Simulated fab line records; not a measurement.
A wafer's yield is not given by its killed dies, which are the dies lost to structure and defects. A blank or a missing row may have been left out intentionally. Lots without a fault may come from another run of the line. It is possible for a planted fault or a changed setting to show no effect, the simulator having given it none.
A single fault, viewed from 2 desks ; flow n5-finfet ; every desk sees just its own numbers, and what lay behind them comes last

== FOR THE TOOL OWNER'S DESK: krf-scanner-01 ==
The tool's own readings at N5_PASSIVATION_EXPOSE_07 (exposes mask TV, defocus 0 nm, target cd 3000 nm): means of the sampled wafers that have a number, for each lot that ran on this tool. A lot is out of limits, marked OUT, if its mean lies more than 4 standard deviations from the usual mean; the brackets give that distance.
Columns: A = exposure-dose-mJ-cm2 at N5_PASSIVATION_EXPOSE_07, usual 22.751
lot;first seen here;A
L319;day 12 15:28;22.735
L328;day 14 16:07;22.727
L327;day 15 00:17;22.266 (-23) OUT
This desk's finding: out of limits on L327; first on L327, day 15 00:17 (exposure-dose-mJ-cm2 at N5_PASSIVATION_EXPOSE_07). L319, L328 stayed within limits.

== FROM THE METROLOGY DESK ==
What the gauges read, lot by lot, whatever tool the lot ran on: means of the sampled wafers that have a number. A lot is out of limits, marked OUT, if its mean lies more than 4 standard deviations from the usual mean; the brackets give that distance.
Columns: A = MIM_BOT_OVL at N5_MIM_BOT_LITHO_OVL_MEAS_11, usual 3 nm; B = cd-nm at N5_PASSIVATION_CD_MEAS_10, usual 3001.3 nm
lot;first seen here;A;B
L319;day 12 14:01;7;3000.5
L320;day 12 20:07;4;3002.2
L322;day 13 11:35;0;2998.6
L328;day 14 13:38;3;3002.3
L327;day 14 22:52;5;2995.9
L330;day 15 02:51;1;3001.3
L334;day 16 04:32;11;3000.8
L336;day 16 18:13;6;3001.6
L337;day 17 04:47;5;3002.6
L339;day 17 21:32;8;3000.8
L340;day 18 03:02;4;3001.1
This desk found nothing out of limits on any of the 11 lots.

== BROUGHT TOGETHER ==
An alarm could have come from the tool owner's desk at day 15 00:17, on L327.
At the metrology desk, nothing out of limits was observed.
The metrology desk holds a record of L327, inside its limits.
Every lot named ran N5_PASSIVATION_EXPOSE_07 on krf-scanner-01.

== WHAT HAD BEEN PUT IN BY THE SIMULATOR ==
Process parameters drifting: krf-scanner-01 at N5_PASSIVATION_EXPOSE_07, beginning at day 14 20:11. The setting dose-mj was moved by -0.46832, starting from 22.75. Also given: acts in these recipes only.
Shown lots that were struck: L327.
Hours from the fault's start to each desk's first reading out of limits: the tool owner's desk, 4.
